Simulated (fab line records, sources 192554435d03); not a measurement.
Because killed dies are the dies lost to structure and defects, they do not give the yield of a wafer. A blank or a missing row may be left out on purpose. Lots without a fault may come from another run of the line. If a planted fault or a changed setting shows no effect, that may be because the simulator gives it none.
Matching of chambers ; flow n5 finfet ; N5_MIM_TOP_LITHO_DESCUM_10 on rie diel-05 has 4 sister chambers
The step chemistry O2, time 7.9 s. 8 wafers are shown with their chamber, then 7 later ones without.

WAFERS, EACH WITH ITS CHAMBER
wafer;chamber;drypump motor current A (A);throttle valve pct (%)
L088.1;3;5.4;20.07
L088.2;0;5.1;19.88
L087.4;3;5.5;20.06
L089.1;1;6.2;20.95
L089.2;2;5.3;20.15
L089.6;2;5.3;20.17
L086.2;0;5.1;19.91
L086.4;1;6.2;20.91

WAFERS WITHOUT THEIR CHAMBER
wafer;drypump motor current A (A);throttle valve pct (%)
L086.6;5.4;20.06
L091.1;5.2;20.16
L091.4;5.2;19.90
L091.5;5.2;20.16
L092.1;5.5;20.08
L092.3;6.2;20.94
L092.5;6.2;20.94

THE CHAMBER EACH PASSED THROUGH
wafer;from the rows above;in truth
L086.6;3;3
L091.1;2;2
L091.4;0;0
L091.5;2;2
L092.1;3;3
L092.3;1;1
L092.5;1;1
Placed correctly: 7 of 7. Left unplaced by these rows: 0. 0 placed wrongly.
How it was worked out, from the rows above alone: a wafer's distance from a chamber is the root of the sum, over the readings, of the square of ((its reading less the chamber's mean) divided by the reading's scatter). If the next closest chamber is less than 2 further off than the closest, the wafer can't be placed; otherwise it belongs to the closest. Each chamber's mean is taken over the wafers shown for it. The scatter: take each reading less its chamber's mean, square it, sum over the shown wafers, divide by the number of wafers less the number of chambers, and take the root.
